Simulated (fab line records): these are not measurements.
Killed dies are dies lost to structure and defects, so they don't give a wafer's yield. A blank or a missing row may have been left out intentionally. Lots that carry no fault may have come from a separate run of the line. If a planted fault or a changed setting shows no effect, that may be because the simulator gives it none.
Split-lot experiment / flow n5_finfet / 39 wafers read across 7 lots, on a route 1938 steps long

== THE SPLIT ITSELF ==
At N5_BEOL_M4_ILD_DEP_00 (deposits SiOC from DEMS/O2, target thk 79 nm, time 15.3 s), the setting target_thk_a was moved away from the recipe's 790 angstrom on 9 of the 39 wafers read, by -30.6% to +23.9%. This setting was run at the recipe's value on the other wafers.

Between the split and the reading, the file records no step.

== THE READING ==
M4_ILD_THK in nanometres, read at N5_BEOL_M4_THK_MEAS_01. On this fab line, fault-free wafers typically give 79.0 nm with a standard deviation of 1 nm.

wafer=L076.1; tool, chamber at the split=pecvd-04, 1; target_thk_a as run, angstrom=978.9; against the recipe=+23.9%; M4_ILD_THK, nm=96.5; against lot-mates on the recipe=+17.2
wafer=L076.2; tool, chamber at the split=pecvd-04, 0; target_thk_a as run, angstrom=790; against the recipe=recipe; M4_ILD_THK, nm=78.9; against lot-mates on the recipe=-
wafer=L076.3; tool, chamber at the split=pecvd-04, 2; target_thk_a as run, angstrom=978.9; against the recipe=+23.9%; M4_ILD_THK, nm=97.4; against lot-mates on the recipe=+18.1
wafer=L076.4; tool, chamber at the split=pecvd-04, 1; target_thk_a as run, angstrom=790; against the recipe=recipe; M4_ILD_THK, nm=79.3; against lot-mates on the recipe=-
wafer=L076.5; tool, chamber at the split=pecvd-04, 0; target_thk_a as run, angstrom=978.9; against the recipe=+23.9%; M4_ILD_THK, nm=99.3; against lot-mates on the recipe=+20.0
wafer=L076.6; tool, chamber at the split=pecvd-04, 2; target_thk_a as run, angstrom=790; against the recipe=recipe; M4_ILD_THK, nm=79.8; against lot-mates on the recipe=-
wafer=L079.1; tool, chamber at the split=pecvd-02, 2; target_thk_a as run, angstrom=790; against the recipe=recipe; M4_ILD_THK, nm=78.6; against lot-mates on the recipe=-
wafer=L079.2; tool, chamber at the split=pecvd-02, 1; target_thk_a as run, angstrom=790; against the recipe=recipe; M4_ILD_THK, nm=79.4; against lot-mates on the recipe=-
wafer=L079.3; tool, chamber at the split=pecvd-02, 0; target_thk_a as run, angstrom=790; against the recipe=recipe; M4_ILD_THK, nm=79.5; against lot-mates on the recipe=-
wafer=L079.4; tool, chamber at the split=pecvd-02, 2,1; target_thk_a as run, angstrom=790; against the recipe=recipe; M4_ILD_THK, nm=80.5; against lot-mates on the recipe=-
wafer=L079.5; tool, chamber at the split=pecvd-02, 0; target_thk_a as run, angstrom=790; against the recipe=recipe; M4_ILD_THK, nm=79.2; against lot-mates on the recipe=-
wafer=L079.6; tool, chamber at the split=pecvd-02, 2,1; target_thk_a as run, angstrom=790; against the recipe=recipe; M4_ILD_THK, nm=80.3; against lot-mates on the recipe=-
wafer=L083.1; tool, chamber at the split=pecvd-03, 1,2; target_thk_a as run, angstrom=790; against the recipe=recipe; M4_ILD_THK, nm=78.7; against lot-mates on the recipe=-
wafer=L083.3; tool, chamber at the split=pecvd-03, 1,2; target_thk_a as run, angstrom=790; against the recipe=recipe; M4_ILD_THK, nm=78.5; against lot-mates on the recipe=-
wafer=L083.4; tool, chamber at the split=pecvd-03, 1; target_thk_a as run, angstrom=790; against the recipe=recipe; M4_ILD_THK, nm=79.1; against lot-mates on the recipe=-
wafer=L084.1; tool, chamber at the split=pecvd-02, 2; target_thk_a as run, angstrom=790; against the recipe=recipe; M4_ILD_THK, nm=78.0; against lot-mates on the recipe=-
wafer=L084.2; tool, chamber at the split=pecvd-02, 0; target_thk_a as run, angstrom=790; against the recipe=recipe; M4_ILD_THK, nm=79.5; against lot-mates on the recipe=-
wafer=L084.3; tool, chamber at the split=pecvd-02, 1; target_thk_a as run, angstrom=790; against the recipe=recipe; M4_ILD_THK, nm=79.6; against lot-mates on the recipe=-
wafer=L084.4; tool, chamber at the split=pecvd-02, 1,0; target_thk_a as run, angstrom=790; against the recipe=recipe; M4_ILD_THK, nm=80.2; against lot-mates on the recipe=-
wafer=L084.5; tool, chamber at the split=pecvd-02, 1,0; target_thk_a as run, angstrom=790; against the recipe=recipe; M4_ILD_THK, nm=80.3; against lot-mates on the recipe=-
wafer=L084.6; tool, chamber at the split=pecvd-02, 2; target_thk_a as run, angstrom=790; against the recipe=recipe; M4_ILD_THK, nm=80.0; against lot-mates on the recipe=-
wafer=L085.1; tool, chamber at the split=pecvd-03, 1; target_thk_a as run, angstrom=790; against the recipe=recipe; M4_ILD_THK, nm=78.5; against lot-mates on the recipe=-
wafer=L085.2; tool, chamber at the split=pecvd-03, 2; target_thk_a as run, angstrom=790; against the recipe=recipe; M4_ILD_THK, nm=79.0; against lot-mates on the recipe=-
wafer=L085.3; tool, chamber at the split=pecvd-03, 0; target_thk_a as run, angstrom=586.2; against the recipe=-25.8%; M4_ILD_THK, nm=57.9; against lot-mates on the recipe=-21.3
wafer=L085.4; tool, chamber at the split=pecvd-03, 2; target_thk_a as run, angstrom=586.2; against the recipe=-25.8%; M4_ILD_THK, nm=60.6; against lot-mates on the recipe=-18.6
wafer=L085.5; tool, chamber at the split=pecvd-03, 0; target_thk_a as run, angstrom=790; against the recipe=recipe; M4_ILD_THK, nm=80.0; against lot-mates on the recipe=-
wafer=L085.6; tool, chamber at the split=pecvd-03, 1; target_thk_a as run, angstrom=586.2; against the recipe=-25.8%; M4_ILD_THK, nm=59.0; against lot-mates on the recipe=-20.2
wafer=L086.1; tool, chamber at the split=pecvd-04, 1; target_thk_a as run, angstrom=790; against the recipe=recipe; M4_ILD_THK, nm=76.8; against lot-mates on the recipe=-
wafer=L086.2; tool, chamber at the split=pecvd-04, 2; target_thk_a as run, angstrom=790; against the recipe=recipe; M4_ILD_THK, nm=77.3; against lot-mates on the recipe=-
wafer=L086.3; tool, chamber at the split=pecvd-04, 0; target_thk_a as run, angstrom=790; against the recipe=recipe; M4_ILD_THK, nm=78.0; against lot-mates on the recipe=-
wafer=L086.4; tool, chamber at the split=pecvd-04, 2,1; target_thk_a as run, angstrom=790; against the recipe=recipe; M4_ILD_THK, nm=78.6; against lot-mates on the recipe=-
wafer=L086.5; tool, chamber at the split=pecvd-04, 2,1; target_thk_a as run, angstrom=790; against the recipe=recipe; M4_ILD_THK, nm=78.6; against lot-mates on the recipe=-
wafer=L086.6; tool, chamber at the split=pecvd-04, 0; target_thk_a as run, angstrom=790; against the recipe=recipe; M4_ILD_THK, nm=78.7; against lot-mates on the recipe=-
wafer=L089.1; tool, chamber at the split=pecvd-04, 1; target_thk_a as run, angstrom=790; against the recipe=recipe; M4_ILD_THK, nm=77.8; against lot-mates on the recipe=-
wafer=L089.2; tool, chamber at the split=pecvd-04, 2; target_thk_a as run, angstrom=790; against the recipe=recipe; M4_ILD_THK, nm=78.3; against lot-mates on the recipe=-
wafer=L089.3; tool, chamber at the split=pecvd-04, 2; target_thk_a as run, angstrom=547.9; against the recipe=-30.6%; M4_ILD_THK, nm=55.2; against lot-mates on the recipe=-23.2
wafer=L089.4; tool, chamber at the split=pecvd-04, 1; target_thk_a as run, angstrom=547.9; against the recipe=-30.6%; M4_ILD_THK, nm=54.1; against lot-mates on the recipe=-24.3
wafer=L089.5; tool, chamber at the split=pecvd-04, 1; target_thk_a as run, angstrom=547.9; against the recipe=-30.6%; M4_ILD_THK, nm=54.4; against lot-mates on the recipe=-24.0
wafer=L089.6; tool, chamber at the split=pecvd-04, 2; target_thk_a as run, angstrom=790; against the recipe=recipe; M4_ILD_THK, nm=79.1; against lot-mates on the recipe=-
If several chambers appear in one row, that row covers several wafers at once and the file leaves open which wafer was in which chamber.

FIT RESULTS
A straight line over all 39 wafers: M4_ILD_THK changes by +0.785 nm for each +1% of target_thk_a; r = +1.00; the points scatter about the line by 0.95 nm.
The same after taking each lot's own level away (the mean of its wafers on the recipe; 39 wafers): +0.775 nm for each +1%; r = +1.00; scatter 0.74 nm.
The reading moves by 24 nm for the largest change in target_thk_a, on that fit.
Across the lots, their own levels run from 78.00 to 79.60 nm, a range of 1.6 times the standard deviation given above.
Hence the lot-to-lot level has little effect on the slope; both slopes agree.
Check: -23.9 nm against its lot-mates is what the line predicts for one of the wafers moved furthest among these (-30.6%) when that wafer is left out of the fit. Against them it came out at -23.2 nm.

== OTHER SPLITS APPLIED TO THESE WAFERS ==
Other splits were also applied to these wafers ahead of the reading. Each is held against what the fit with the lots' levels taken away leaves over:
other split on the same wafers=N5_FIN_SAQP_PECVD_47 time_s; wafers away from the commonest value=12; r with M4_ILD_THK (lot level and that fit taken away)=-0.14
other split on the same wafers=N5_FIN_CUT_CUT_ETCH_15 time_s; wafers away from the commonest value=15; r with M4_ILD_THK (lot level and that fit taken away)=+0.17
other split on the same wafers=N5_HKMG_FIN_HK_ALD_01 ald_cycles; wafers away from the commonest value=9; r with M4_ILD_THK (lot level and that fit taken away)=-0.25
other split on the same wafers=N5_MOL_CONTACT_COAG_ALD_20 ald_cycles; wafers away from the commonest value=15; r with M4_ILD_THK (lot level and that fit taken away)=-0.08
other split on the same wafers=N5_BEOL_M0_SAQP_PECVD_97 time_s; wafers away from the commonest value=18; r with M4_ILD_THK (lot level and that fit taken away)=+0.03
other split on the same wafers=N5_BEOL_M1_HM_DEP_02 target_thk_a; wafers away from the commonest value=12; r with M4_ILD_THK (lot level and that fit taken away)=+0.07

== THE WHOLE CHAIN: every reading that the file lists as answering this split, in the file's order ==
step=N5_BEOL_M4_ILD_DEP_00; what it does=deposits SiOC from DEMS/O2, target thk 79 nm, time 15.3 s; reading=SiOC_of_BEOL_M4_ILD_DEP_00.thk_nm (the simulator's own value, which no gauge read); change (the file's fit)=+0.775 nm for each +1% of the setting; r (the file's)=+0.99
step=N5_BEOL_M4_THK_MEAS_01; what it does=; reading=M4_ILD_THK; change (the file's fit)=+0.775 for each +1% of the setting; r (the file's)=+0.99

== THE FILE'S OWN FIT ==
M4_ILD_THK changes by +0.775 nm for each +1% of target_thk_a, r = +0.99.
